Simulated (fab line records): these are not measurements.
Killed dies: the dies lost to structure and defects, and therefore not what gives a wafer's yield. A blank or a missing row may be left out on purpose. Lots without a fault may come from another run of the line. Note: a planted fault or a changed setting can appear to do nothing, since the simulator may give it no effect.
Chamber matching | flow nand harc | NHARC_A_SLIT_DEP_23 on pecvd-01: 3 sister chambers
The step deposits SiON, target thk 100 nm. 16 wafers are shown with their chamber, then 8 later ones without.

== WAFERS WITH THEIR CHAMBER ==
wafer  | chamber | heater power outer w (W) | heater power w (W)
L074.1 | 0       | 497                      | 846
L074.3 | 1       | 437                      | 758
L074.6 | 0       | 485                      | 827
L077.3 | 0       | 511                      | 867
L077.4 | 2       | 567                      | 815
L077.6 | 1       | 437                      | 734
L079.2 | 2       | 503                      | 759
L079.3 | 1       | 391                      | 677
L079.4 | 0       | 504                      | 845
L083.1 | 0       | 482                      | 818
L083.3 | 2       | 502                      | 726
L083.6 | 0       | 489                      | 838
L086.1 | 1       | 469                      | 781
L086.3 | 2       | 463                      | 696
L086.6 | 1       | 360                      | 655
L092.1 | 2       | 574                      | 837

SIGNATURES (averages over the wafers above)
reading              | chamber 0 | chamber 1 | chamber 2 | scatter within a chamber
heater power outer w | 494.67    | 418.80    | 521.80    | 36.2
heater power w       | 840.17    | 721.00    | 766.60    | 45.5
Rule: for a wafer and a chamber, the distance is found by dividing, reading by reading, the gap between the wafer's reading and the chamber's mean by the reading's scatter, squaring, summing and taking the root. The wafer belongs to the nearest chamber; if the next one is less than 2 further off, it can't be placed. How the scatter is found: for the shown wafers, subtract from each reading the mean of its chamber, square and add these, divide the total by (wafers less chambers), then take the root.

== WAFERS WITH NO CHAMBER GIVEN ==
wafer  | heater power outer w (W) | heater power w (W)
L092.3 | 522                      | 898
L092.4 | 596                      | 834
L095.1 | 533                      | 915
L095.3 | 463                      | 753
L095.4 | 351                      | 642
L094.1 | 557                      | 919
L094.2 | 463                      | 750
L094.4 | 532                      | 950

== THE CHAMBER EACH PASSED THROUGH ==
wafer  | from the rows above          | in truth
L092.3 | can't be placed: 0 or 2      | 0
L092.4 | can't be placed: 2 or 0      | 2
L095.1 | can't be placed: 0 or 2      | 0
L095.3 | can't be placed: 1 or 2 or 0 | 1
L095.4 | 1                            | 1
L094.1 | can't be placed: 0 or 2      | 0
L094.2 | can't be placed: 1 or 2 or 0 | 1
L094.4 | can't be placed: 0 or 2      | 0
Correctly placed: 1 of 8. Can't be placed from these rows: 7 (the true chamber is among the candidates in 7). Wrongly placed: 0.
